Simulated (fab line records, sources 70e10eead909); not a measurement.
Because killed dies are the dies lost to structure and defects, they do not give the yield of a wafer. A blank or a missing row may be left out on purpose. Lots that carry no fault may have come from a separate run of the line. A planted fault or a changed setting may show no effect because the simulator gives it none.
Matching of chambers + flow nandHarc + rieDiel-02 running NHARC_A_CONTACT_DESCUM_74: 4 sister chambers
The step chemistry O2, time 3 s. 4 wafers are shown with their chamber, then 11 later ones without.

## EACH WAFER AND ITS CHAMBER
| wafer  | chamber | drypumpMotorCurrentA (A) |
|--------|---------|--------------------------|
| L086.1 | 3       | 5.8                      |
| L086.5 | 0       | 6.3                      |
| L088.6 | 1       | 4.9                      |
| L090.1 | 2       | 5.5                      |

## WAFERS MISSING THEIR CHAMBER
| wafer  | drypumpMotorCurrentA (A) |
|--------|--------------------------|
| L090.2 | 6.3                      |
| L090.3 | 5.8                      |
| L091.4 | 5.8                      |
| L091.5 | 5.8                      |
| L091.6 | 5.5                      |
| L092.1 | 5.5                      |
| L092.2 | 5.8                      |
| L092.6 | 5.5                      |
| L095.2 | 4.9                      |
| L095.3 | 5.7                      |
| L095.4 | 5.5                      |

## THE CHAMBER EACH PASSED THROUGH
| wafer  | from the rows above | in truth |
|--------|---------------------|----------|
| L090.2 | 0                   | 0        |
| L090.3 | 3                   | 3        |
| L091.4 | 3                   | 3        |
| L091.5 | 3                   | 3        |
| L091.6 | 2                   | 2        |
| L092.1 | 2                   | 2        |
| L092.2 | 3                   | 3        |
| L092.6 | 2                   | 2        |
| L095.2 | 1                   | 1        |
| L095.3 | 3                   | 3        |
| L095.4 | 2                   | 2        |
11 of 11 placed correctly. Not placeable from these rows: 0. 0 placed wrongly.
How it was worked out, from the rows above alone: a wafer's distance from a chamber is the root of the sum, over the readings, of the square of ((its reading less the chamber's mean) divided by the reading's scatter). The wafer belongs to the nearest chamber; if the next one is less than 2 further off, it can't be placed. For every chamber, the mean is computed from those of its wafers that are shown. The scatter: with one shown wafer a chamber, the root of the mean of the squares of how far each hidden wafer lies from its nearest shown one.
